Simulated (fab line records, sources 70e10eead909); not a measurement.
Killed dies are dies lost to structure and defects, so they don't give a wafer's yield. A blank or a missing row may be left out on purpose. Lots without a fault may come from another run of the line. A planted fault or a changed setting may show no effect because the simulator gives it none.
Problem report in the 8D (eight disciplines) form, filled by code | flow nand_harc | the parts of the form that need people (team, actions taken, sign-off) are left out

1. THE PROBLEM
run_length_s at NHARC_A_STAIRCASE_ETCH_23 reads a mean of 59.5 s on 1 wafer of 1 lot; wafers without a fault read 62.0 s with a standard deviation of 0.6. That is -4.2 standard deviations from the usual mean.
The step: etches the open film in C4F8/O2, target depth 100 nm, time 40.5 s.
First seen on wafer L529.5, day 22 07:03, on rie_diel-01. The record holds 13 wafers of 5 lots with a number at this step. Rule for "out", or "out of limits": more than 4 standard deviations from the usual mean. The other wafers with a number count as sound.

2. WHAT IT IS AND WHAT IT IS NOT
question                    | is                     | is not
which readings at this step | run_length_s           | oes_product_au, rf_vpp_V
which lots                  | L529                   | L519, L520, L533, L535
which wafers of those lots  | all that have a number | -
read on which tools         | rie_diel-01            | rie_diel-04, rie_diel-12
when                        | from day 22 07:03      | up to then (6 sound wafers); but 6 sound wafers of L533, L535 came after

3. SUSPECTS, AND WHAT RULES EACH OUT
Counting: a tool at a process step up to the reading stays a suspect if it ran every lot that is out and no sound lot after the first of them.
- rie_diel-01 at NHARC_A_STAIRCASE_ETCH_13 (etches the open film in C4F8/O2, target depth 100 nm, time 40.5 s): ruled out as a lasting fault. Sound lots L535 ran on it after its first lot that is out, L529 (day 22 07:03). NHARC_A_STAIRCASE_ETCH_13 gives no start for some lots, so the hours and the order of its lots are those of NHARC_A_STAIRCASE_ETCH_23.
- rie_diel-01 at NHARC_A_STAIRCASE_ETCH_15 (etches the open film in C4F8/O2, target depth 100 nm, time 40.5 s): ruled out as a lasting fault. Sound lots L535 ran on it after its first lot that is out, L529 (day 22 07:03). NHARC_A_STAIRCASE_ETCH_15 gives no start for some lots, so the hours and the order of its lots are those of NHARC_A_STAIRCASE_ETCH_23.
- rie_diel-01 at NHARC_A_STAIRCASE_ETCH_17 (etches the open film in C4F8/O2, target depth 100 nm, time 40.5 s): ruled out as a lasting fault. Sound lots L535 ran on it after its first lot that is out, L529 (day 22 07:03). NHARC_A_STAIRCASE_ETCH_17 gives no start for some lots, so the hours and the order of its lots are those of NHARC_A_STAIRCASE_ETCH_23.
- rie_diel-01 at NHARC_A_STAIRCASE_TRIM_22 (chemistry O2, time 211.2 s): ruled out as a lasting fault. Sound lots L535 ran on it after its first lot that is out, L529 (day 22 07:03). NHARC_A_STAIRCASE_TRIM_22 gives no start for some lots, so the hours and the order of its lots are those of NHARC_A_STAIRCASE_ETCH_23.
- rie_diel-01 at NHARC_A_STAIRCASE_ETCH_23 (etches the open film in C4F8/O2, target depth 100 nm, time 40.5 s): ruled out as a lasting fault. Sound lots L535 ran on it after its first lot that is out, L529 (day 22 07:03).
Left after counting: nothing in the record.

4. THE CAUSE (what the simulator had put in)
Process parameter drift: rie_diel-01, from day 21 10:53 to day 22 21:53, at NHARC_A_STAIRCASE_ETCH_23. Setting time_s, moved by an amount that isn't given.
Counting ruled it out, wrongly.

5. THE CHAIN OF EFFECTS, in route order
Each row: a reading whose mean over the struck wafers that have a number lies more than 3 standard deviations from the usual. Only readings for which the record gives a usual standard deviation are gone through. hours: the time from each lot's start at the first step in this table that gives one to its start at this step, as a median over the lots. sigmas: the change in usual standard deviations.
hours | step                      | reading      | usual  | on struck wafers | change | sigmas
0     | NHARC_A_STAIRCASE_ETCH_23 | run_length_s | 62.0 s | 59.5             | -2.5   | -4.2
The process steps in it:
- NHARC_A_STAIRCASE_ETCH_23: etches the open film in C4F8/O2, target depth 100 nm, time 40.5 s.
Readings that are blank on the struck wafers while sound wafers have them: rf_fwd_power_W at NHARC_A_STAIRCASE_ETCH_23.
Later measuring or inspecting steps at which every struck wafer that the step has a row for has a number for every such reading, and none has moved that far: NHARC_END_SORT_01.

6. WHAT WOULD HAVE CAUGHT IT SOONER
In this record the first reading out of limits was taken at day 22 07:03, 20 hours after the fault began at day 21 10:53.
